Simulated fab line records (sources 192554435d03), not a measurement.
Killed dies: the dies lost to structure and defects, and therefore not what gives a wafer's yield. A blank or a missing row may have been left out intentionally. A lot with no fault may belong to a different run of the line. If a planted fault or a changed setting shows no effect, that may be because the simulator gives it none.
Split-lot study -- flow n5-finfet -- 21 wafers read from 7 lots, route of 1938 steps

## ABOUT THE SPLIT
At N5_BEOL_M13_DEP_53 (deposits SiCN from 3MS/NH3, target thk 50 nm, time 17.8 s), the setting time-s was moved away from the recipe's 17.8 s on 6 of the 21 wafers read, by -11.2% to +10.4%. The other wafers ran this setting at the recipe's value.

The reading is taken at the split's own step.

## THE READING
SiCN_of_BEOL_M13_DEP_53.thk-nm (the simulator's own value, which no gauge read), in nm, at N5_BEOL_M13_DEP_53 (deposits SiCN from 3MS/NH3, target thk 50 nm, time 17.8 s). No usual value for it is given in the file. Across the 15 wafers here that went through the recipe, the average is 50.0 nm and the standard deviation 0.55 nm.

wafer,"tool, chamber at the split","time-s as run, s",against the recipe,"SiCN_of_BEOL_M13_DEP_53.thk-nm, nm",against lot-mates on the recipe
L074.3,"pecvd-04, 1",15.8,-11.2%,45,-5.2
L074.4,"pecvd-04, 2",17.8,recipe,50,-
L074.6,"pecvd-04, 0",17.8,recipe,50.4,-
L075.3,"pecvd-03, 1",17.8,recipe,49,-
L075.4,"pecvd-03, 2",19.65,+10.4%,54.8,+5.8
L075.6,"pecvd-03, 1",19.65,+10.4%,54.4,+5.4
L082.2,"pecvd-03, 2",17.8,recipe,49.4,-
L082.5,"pecvd-03, 2",17.8,recipe,49.4,-
L082.3,"pecvd-03, 0",17.8,recipe,49.6,-
L083.1,"pecvd-04, 1",17.8,recipe,50.2,-
L083.5,"pecvd-04, 1",17.8,recipe,51,-
L083.6,"pecvd-04, 2",17.8,recipe,50,-
L087.3,"pecvd-04, 2",17.8,recipe,50.2,-
L087.4,"pecvd-04, 1",17.8,recipe,50.8,-
L087.6,"pecvd-04, 2",17.8,recipe,49.8,-
L092.4,"pecvd-04, 0",17.8,recipe,49.8,-
L092.5,"pecvd-04, 2",17.8,recipe,50.2,-
L092.6,"pecvd-04, 1",17.8,recipe,50.8,-
L091.2,"pecvd-03, 1",16.78,-5.7%,46.6,no lot-mate on the recipe
L091.4,"pecvd-03, 1",16.78,-5.7%,47.6,no lot-mate on the recipe
L091.6,"pecvd-03, 0",16.78,-5.7%,47.4,no lot-mate on the recipe

FIT RESULTS
A straight line over all 21 wafers: SiCN_of_BEOL_M13_DEP_53.thk-nm changes by +0.453 nm for each +1% of time-s; r = +0.97; the points scatter about the line by 0.53 nm.
The same after taking each lot's own level away (the mean of its wafers on the recipe; 18 wafers): +0.509 nm for each +1%; r = +0.99; scatter 0.37 nm.
That fit puts the effect of the largest move of time-s on the reading at 5.7 nm.
From 49.00 to 50.40 nm: that is the span of the lots' own levels, equal to 2.6 times the standard deviation above.
So the slope is not independent of the lot-to-lot level: the two fits are not the same.
Check: for one of the wafers moved furthest among these (-11.2%), held out of the fit, the line's prediction against its lot-mates is -6.05 nm. It came out at -5.2 nm against them.

## OTHER SPLITS ON THESE WAFERS
Other splits were also applied to these wafers ahead of the reading. Each is held against what the fit with the lots' levels taken away leaves over:
other split on the same wafers,wafers away from the commonest value,r with SiCN_of_BEOL_M13_DEP_53.thk-nm (lot level and that fit taken away)
N5_BEOL_M10_COAT_22 spin-rpm,10,+0.14
N5_BEOL_M10_VIA_ETCH_34 bias-w,9,+0.01
N5_BEOL_M10_TRENCH_ETCH_37 bias-w,9,-0.21
N5_BEOL_M12_COAT_04 spin-rpm,6,-0.37
N5_BEOL_M13_ETCH_59 time-s,6,-0.26
N5_BEOL_M13_COAT_65 spin-rpm,5,-0.16
N5_BEOL_M13_SPUTTER_43 time-s,7,-0.11

## THE FILE'S OWN FIT
SiCN_of_BEOL_M13_DEP_53.thk-nm changes by +0.498 nm for each +1% of time-s, r = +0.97.
